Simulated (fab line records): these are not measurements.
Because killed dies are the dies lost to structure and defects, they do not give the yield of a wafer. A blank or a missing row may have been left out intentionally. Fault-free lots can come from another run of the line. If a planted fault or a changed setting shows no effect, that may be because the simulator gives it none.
Which of the tools did it? + flow n5Finfet + 33 wafers from 11 lots sampled at 3 of the route's 1938 steps

## WHAT EACH GAUGE READ, for each wafer
N5_BEOL_M8_RS_MEAS_57: uses a four-point probe to measure. Usual: for M8_RS the level is 0.287 ohm/sq and the standard deviation is 0.009.
| lot  | measured     | on           | M8_RS (ohm/sq)    | flag |
|------|--------------|--------------|-------------------|------|
| L305 | day 9 13:13  | filmMetro-02 | 0.278 0.278 0.273 |      |
| L308 | day 10 08:43 | filmMetro-02 | 0.303 0.299 0.273 |      |
| L310 | day 10 14:32 | filmMetro-02 | 0.288 0.288 0.287 |      |
| L311 | day 10 20:27 | filmMetro-01 | 0.292 0.287 0.296 |      |
| L314 | day 11 15:04 | filmMetro-02 | 0.279 0.280 0.295 |      |
| L313 | day 11 15:18 | filmMetro-02 | 0.291 0.300 0.299 |      |
| L315 | day 11 21:14 | filmMetro-01 | 0.267 0.290 0.286 |      |
| L320 | day 13 04:24 | filmMetro-02 | 0.281 0.298 0.289 |      |
| L321 | day 13 05:02 | filmMetro-01 | 0.278 0.289 0.286 |      |
| L326 | day 14 19:49 | filmMetro-01 | 0.285 0.267 0.302 |      |
| L328 | day 15 10:47 | filmMetro-01 | 0.301 0.309 0.297 |      |

## WHICH TOOL RAN EACH LOT (tool, then ch and the chambers of the sampled wafers, then the start)
| lot  | N5_BEOL_M8_SPUTTER_48       | N5_BEOL_M8_CMP_52             |
|------|-----------------------------|-------------------------------|
| L305 | pvdSputter-03, day 9 11:52  | cmp-04 ch 1,2, day 9 12:47    |
| L308 | pvdSputter-02, day 10 07:38 | cmp-03 ch 0,2,3, day 10 08:17 |
| L310 | pvdSputter-03, day 10 13:27 | cmp-04 ch 0,2,3, day 10 14:05 |
| L311 | pvdSputter-01, day 10 19:21 | cmp-04 ch 0,1,2, day 10 20:08 |
| L314 | pvdSputter-01, day 11 13:58 | cmp-01 ch 0,1,3, day 11 14:38 |
| L313 | pvdSputter-01, day 11 14:22 | cmp-04 ch 0,1,3, day 11 14:55 |
| L315 | pvdSputter-03, day 11 20:17 | cmp-01 ch 0,1,3, day 11 20:50 |
| L320 | pvdSputter-02, day 13 01:55 | cmp-03 ch 0,2,3, day 13 03:58 |
| L321 | pvdSputter-03, day 13 04:06 | cmp-01 ch 0,1,3, day 13 04:39 |
| L326 | pvdSputter-03, day 14 18:52 | cmp-03 ch 0,1,2, day 14 19:24 |
| L328 | pvdSputter-03, day 15 09:51 | cmp-03 ch 0,1, day 15 10:23   |
- N5_BEOL_M8_SPUTTER_48: material Cu, target thk 10 nm, time 1.667 s.
- N5_BEOL_M8_CMP_52: polishes, stops on SiCOH lowk, t overpolish 6.9 s, target thk 80 nm.

## WHAT THE TOOLS THEMSELVES READ (means of the sampled wafers that have a number; where no wafer has one, the mark that the record gives instead)
N5_BEOL_M8_SPUTTER_48. Usual: throttleValvePct at 30.0 %, with a standard deviation of 1.5.
| lot  | tool          | throttleValvePct (%) | flag |
|------|---------------|----------------------|------|
| L305 | pvdSputter-03 | 30.2                 |      |
| L308 | pvdSputter-02 | 30.9                 |      |
| L310 | pvdSputter-03 | 30.4                 |      |
| L311 | pvdSputter-01 | 30.3                 |      |
| L314 | pvdSputter-01 | 30.2                 |      |
| L313 | pvdSputter-01 | 28.5                 |      |
| L315 | pvdSputter-03 | 30.2                 |      |
| L320 | pvdSputter-02 | 30.4                 |      |
| L321 | pvdSputter-03 | 30.3                 |      |
| L326 | pvdSputter-03 | 30.1                 |      |
| L328 | pvdSputter-03 | 28.9                 |      |

N5_BEOL_M8_CMP_52. Usual: barrierFieldEndpointS 28.8 s, standard deviation 0.93; headPressurePsi 1.0000 psi, standard deviation 0.0022; motorCurrentA 6.0 A, standard deviation 0.69; overpolishRunS 6.901 s, standard deviation 0.0089; timeToEndpointS 62 s, standard deviation 4.2.
| lot  | tool   | barrierFieldEndpointS (s) | headPressurePsi (psi) | motorCurrentA (A) | overpolishRunS (s) | timeToEndpointS (s) | flag |
|------|--------|---------------------------|-----------------------|-------------------|--------------------|---------------------|------|
| L305 | cmp-04 | 29.7                      | 0.9997                | 6.2               | 6.906              | 65                  |      |
| L308 | cmp-03 | 28.0                      | 1.0008                | 6.0               | 6.899              | 60                  |      |
| L310 | cmp-04 | 29.5                      | 0.9992                | 6.2               | 6.901              | 64                  |      |
| L311 | cmp-04 | 29.1                      | 0.9991                | 6.6               | 6.904              | 61                  |      |
| L314 | cmp-01 | 29.4                      | 1.0014                | 5.9               | 6.903              | 64                  |      |
| L313 | cmp-04 | 28.0                      | 1.0015                | 6.6               | 6.900              | 58                  |      |
| L315 | cmp-01 | 29.7                      | 1.0005                | 5.8               | 6.901              | 64                  |      |
| L320 | cmp-03 | 28.7                      | 0.9984                | 5.9               | 6.901              | 64                  |      |
| L321 | cmp-01 | 29.5                      | 1.0003                | 6.2               | 6.899              | 66                  |      |
| L326 | cmp-03 | 28.5                      | 1.0021                | 6.2               | 6.895              | 60                  |      |
| L328 | cmp-03 | 27.4                      | 0.9994                | 5.7               | 6.891              | 59                  |      |

## THE ANSWER, worked out from the rows above alone
Rule: a lot counts as off when the mean over its wafers that have a number is more than 3 standard deviations away from the usual mean. A lot without any number at a reading at which 4 lots or more have one is off too. Where the step has rows for the other lots, those lots are counted as sound. First the gauges in route order, then the tools' own readings, where a lot's mean is used as printed above. At the first step where some lot is off, the reading lying furthest off is the one used; lots without a number count as furthest.
None of the lots is off at any reading shown; this tells nothing.

## WHAT HAD BEEN PUT IN BY THE SIMULATOR
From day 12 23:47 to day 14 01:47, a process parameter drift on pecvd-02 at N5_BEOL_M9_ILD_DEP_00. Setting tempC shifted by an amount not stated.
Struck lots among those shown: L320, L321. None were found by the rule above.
